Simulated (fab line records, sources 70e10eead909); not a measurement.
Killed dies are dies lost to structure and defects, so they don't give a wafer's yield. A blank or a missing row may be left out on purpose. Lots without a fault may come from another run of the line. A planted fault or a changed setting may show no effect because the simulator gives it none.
A struck lot beside a sound one | flow nand_harc | 28 steps out of a route of 1302
Sound: wafers L155.2, L155.4, L155.6. Struck: wafers L172.1, L172.2, L172.3. The cause comes at the end.
At each step with rows: each side's tool, then ch and its chambers, then its first start. Under that, the readings that differ: sound wafers | struck wafers | difference of the means | sigmas: that difference in standard deviations of wafers without a fault.
alike: readings whose means differ by less than 2 such deviations, and words and numbers that are the same on both sides. not compared: withheld readings, readings that some wafer has no value for, bounds like >300 that may hide the same value, and numbers for which the record gives no deviation and whose values overlap.
The two part at a step that has a row with sigmas, a row that says differs or no value, or rows on one side only. Numbers that don't overlap but have no deviation are shown without sigmas and don't part them. A reading that every wafer of one side lacks parts them only if that side has two wafers or more.

NHARC_A_CHANNEL_HOLE_D1_XSEM_31:
  sound on xsem-02 ch 0, day 8 11:28; struck on xsem-02 ch 0, day 15 23:26
  alike: bot_cd_nm, bow_nm, tilt_deg
NHARC_A_CHANNEL_HOLE_D1_INSPECT_40:
  sound on defect_inspect-02, day 8 11:34; struck on defect_inspect-01, day 15 23:32
  alike: raw_defect_count
then, 2 steps without rows for these wafers: NHARC_A_CHANNEL_FILL_D1_PRECLEAN_00 (cleans in SC1); NHARC_A_CHANNEL_FILL_D1_SRD_01.
NHARC_A_CHANNEL_FILL_D1_ALD_02: deposits SiO2, target thk 6 nm, pulse time 10 s, ald cycles 60.
  sound on ald_hk-03 ch 0,2,3, day 8 11:54; struck on ald_hk-01 ch 0,1,3, day 15 23:44
  alike: heater_power_w, precursor_pulse_height_rel, susceptor_temp_C
then, 2 steps without rows for these wafers: NHARC_A_CHANNEL_FILL_D1_ALD_03 (deposits SiNx, target thk 6 nm, pulse time 60 s, ald cycles 58); NHARC_A_CHANNEL_FILL_D1_ALD_14 (deposits SiO2, target thk 2.5 nm, pulse time 10 s, ald cycles 25).
NHARC_A_CHANNEL_FILL_D1_ALD_15: deposits SiNx, target thk 2 nm, pulse time 60 s, ald cycles 19.
  sound on ald_sin_batch-02 ch 0; struck on ald_sin_batch-03 ch 0
  alike: precursor_pulse_height_rel, susceptor_temp_C
then, 4 steps without rows for these wafers: NHARC_A_CHANNEL_FILL_D1_ALD_16 (deposits SiO2, target thk 1.5 nm, pulse time 10 s, ald cycles 15); NHARC_A_CHANNEL_FILL_D1_ANNEAL_17 (time 1800 s); NHARC_A_CHANNEL_FILL_D1_CVD_18 (deposits poly-Si, target thk 3 nm); NHARC_A_CHANNEL_FILL_D1_ETCHBACK_19 (etches the open film in HBr/Cl2, target depth 5 nm, time 1.7 s).
NHARC_A_CHANNEL_FILL_D1_ETCHBACK_20: etches the open film in C4F8/O2/Ar, target depth 27 nm, time 13.5 s.
  sound on rie_diel-13 ch 2,3, day 9 13:33; struck on rie_diel-05 ch 0,1,2, day 17 00:07
  alike: oes_product_au, rf_vpp_V
  not compared: rf_hours_counter_h
then, 7 steps without rows for these wafers: NHARC_A_CHANNEL_FILL_D1_STRIP_28 (strips in O2, time 20 s); NHARC_A_CHANNEL_FILL_D1_PRECLEAN_21 (cleans in dHF, time 30 s); NHARC_A_CHANNEL_FILL_D1_SRD_23; NHARC_A_CHANNEL_FILL_D1_CVD_05 (deposits poly-Si, target thk 5 nm); NHARC_A_CHANNEL_FILL_D1_ANNEAL_22 (time 7200 s); NHARC_A_CHANNEL_FILL_D1_ALD_25 (deposits SiOx, target thk 60 nm, pulse time 10 s, ald cycles 600); NHARC_A_CHANNEL_FILL_D1_ETCHBACK_08 (etches the open film in C4F8, target depth 220 nm, time 110 s).
NHARC_A_CHANNEL_FILL_D1_STRIP_29: strips in O2, time 20 s.
  sound on rie_diel-05 ch 0,1,3; struck on rie_diel-05 ch 1,2,3
  alike: drypump_motor_current_A, o2_flow_sccm, oes_product_au, rf_vpp_V, showerhead_plenum_p_Torr, throttle_valve_pct
  not compared: rf_hours_counter_h
then, 5 steps without rows for these wafers: NHARC_A_CHANNEL_FILL_D1_PRECLEAN_30 (cleans in dHF, time 30 s); NHARC_A_CHANNEL_FILL_D1_SRD_31; NHARC_A_CHANNEL_FILL_D1_CVD_09 (deposits poly-Si, target thk 150 nm, time 3000 s); NHARC_A_CHANNEL_FILL_D1_CMP_10 (polishes, target thk 150 nm); NHARC_A_CHANNEL_FILL_D1_SRD_12.
NHARC_A_DECK1_JOINT_ETCHBACK_07: etches the open film in HBr, target depth 105 nm, time 26.9 s.
  sound on rie_si-06 ch 1,2,3, day 10 14:15; struck on rie_si-06 ch 0,2,3, day 18 04:01
  reading | sound | struck                                                                     | difference                   | sigmas
  hold    | - - - | await_dispo/4.2h/release await_dispo/4.2h/release await_dispo/4.2h/release | no value on the sound wafers |
  alike: drypump_motor_current_A, oes_product_au, throttle_valve_pct
  not compared: rf_hours_counter_h
-- the record jumps here: 15 days lie between the struck wafers' starts before and after (it left off in module A_DECK1_JOINT and takes up again in module END, whose first step shown is number 1302 of the route) --
NHARC_END_SORT_01:
  sound on prober-01 ch 0, day 24 11:41; struck on prober-02 ch 0, day 32 21:01
  reading         | sound    | struck      | difference | sigmas
  killed_at_array | 52 50 56 | 104 167 168 | +94        | +4
  killed_dies     | 60 55 62 | 105 173 174 | +92        | +4
  alike: killed_at_other, killed_at_periphery, killed_open, killed_short

WHERE THEY PART
First at NHARC_A_DECK1_JOINT_ETCHBACK_07; last, within this record, at NHARC_END_SORT_01.

WHY: what the simulator had put in
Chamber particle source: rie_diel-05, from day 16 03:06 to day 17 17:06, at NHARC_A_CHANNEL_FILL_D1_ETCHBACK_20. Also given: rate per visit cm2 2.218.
